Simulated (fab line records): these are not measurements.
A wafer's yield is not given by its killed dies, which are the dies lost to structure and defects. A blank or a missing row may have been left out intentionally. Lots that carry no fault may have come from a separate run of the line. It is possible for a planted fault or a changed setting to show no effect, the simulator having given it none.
A lot that was struck, set against a sound lot ; flow n5Finfet ; 19 steps out of a route of 1938
Sound: the wafers L248.3, L248.4, L248.6. Wafers L250.3, L250.5, L250.6 were the ones struck. The cause comes at the end.
For every step that has rows: the tool of each side, followed by ch and its chambers, followed by its first start. Under that, the readings that differ: sound wafers ; struck wafers ; difference of the means ; sigmas: that difference in standard deviations of wafers without a fault.
alike: a reading whose means differ by less than 2 such deviations, as well as words and numbers matching on both sides. not compared: withheld readings; readings where some wafer has no value; bounds like >300 that might hide an equal value; numbers whose values overlap and for which the record gives no deviation.
The two part at a step that has a row with sigmas, a row that says differs or no value, or rows on one side only. Numbers that don't overlap but have no deviation are shown without sigmas and don't part them. Lack of a reading on every wafer of one side parts them only where that side has two or more wafers.

first, 9 steps without rows for these wafers: N5_BEOL_M2_COAT_05 (resist thk 30 nm); N5_BEOL_M2_EBR_07; N5_BEOL_M2_SOFTBAKE_06 (time 60 s); N5_BEOL_M2_EXPOSE_08 (exposes mask M2); N5_BEOL_M2_PEB_09 (peb time 60 s); N5_BEOL_M2_DEVELOP_10 (develop time 30 s); N5_BEOL_M2_DESCUM_16 (chemistry O2, time 7 s); N5_BEOL_M2_ETCH_74 (etches underlayer in N2/H2, target depth 6.5 nm, time 5.2 s); N5_BEOL_M2_ETCH_63 (etches SiARC in CF4, target depth 15.6 nm, time 26 s).
N5_BEOL_M2_ETCH_64: etches SOC in N2/H2, target depth 75 nm, overetch 22.5 nm, time 121.9 s.
  sound on rieDiel-01 ch 0,2, day 7 04:26; struck on rieDiel-01 ch 0,1,3, day 7 18:06
reading;sound;struck;difference;sigmas
model.SiARC_of_BEOL_M2_COAT_62.thkNm (nm);6.6 6.2 6.2;3.6 3.4 4.2;-2.6;
model.BEOL_M2.cdOffsetNm (nm);0.2 0 0.2;1 0.8 0.6;+1;
  alike: biasW, drypumpMotorCurrentA, oesProductAu, rfVppV, showerheadPlenumPTorr, throttleValvePct
  not compared: rfHoursCounterH
then, 3 steps without rows for these wafers: N5_BEOL_M2_STRIP_65 (strips in N2/H2); N5_BEOL_M2_STRIP_75 (strips in N2/H2); N5_BEOL_M2_STRIP_66 (strips in CF4).
N5_BEOL_M2_HM_OPEN_17: chemistry Cl2/BCl3, target TiN, target depth 20 nm, overetch 6 nm.
  sound on rieMetal-02 ch 0,1, day 7 04:38; struck on rieMetal-01 ch 0,1, day 7 18:18
reading;sound;struck;difference;sigmas
model.BEOL_M2.cdOffsetNm (nm);0.4 -0.2 0.2;1 0.6 0.8;+1;
  alike: biasW, drypumpMotorCurrentA, heBacksideLeakSccm, mfcArSccm, oesProductAu, throttleValvePct
  not compared: rfHoursCounterH
then, 1 step without rows for these wafers: N5_BEOL_M2_STRIP_19 (strips in O2).
N5_BEOL_M2_CD_MEAS_18: pitch 36 nm, target cd 18 nm.
  sound on cdSem-02, day 7 04:50; struck on cdSem-01, day 7 18:32
reading;sound;struck;difference;sigmas
cdNm (nm);18.2 18.1 18.3;19.1 19.3 18.6;+0.8;+3
then, 1 step without rows for these wafers: N5_BEOL_M2_COAT_67 (time 60 s, resist thk 60 nm).
N5_BEOL_M4_RC_MEAS_101:
  sound on prober-01 ch 0, day 8 13:27; struck on prober-01 ch 0, day 9 00:23
  alike: DIBL_N, DIBL_P, IOFF_N, IOFF_P, ION_N, ION_P, SS_N, SS_P, VT_N, VT_P
after that, 1 step had no rows for these wafers: N5_PASSIVATION_PROBE_49.

== WHERE THEY PART ==
Within this record, at N5_BEOL_M2_CD_MEAS_18 only. Later steps at which nothing parts them and some readings are alike: N5_BEOL_M4_RC_MEAS_101.

WHY: whatever the simulator had introduced
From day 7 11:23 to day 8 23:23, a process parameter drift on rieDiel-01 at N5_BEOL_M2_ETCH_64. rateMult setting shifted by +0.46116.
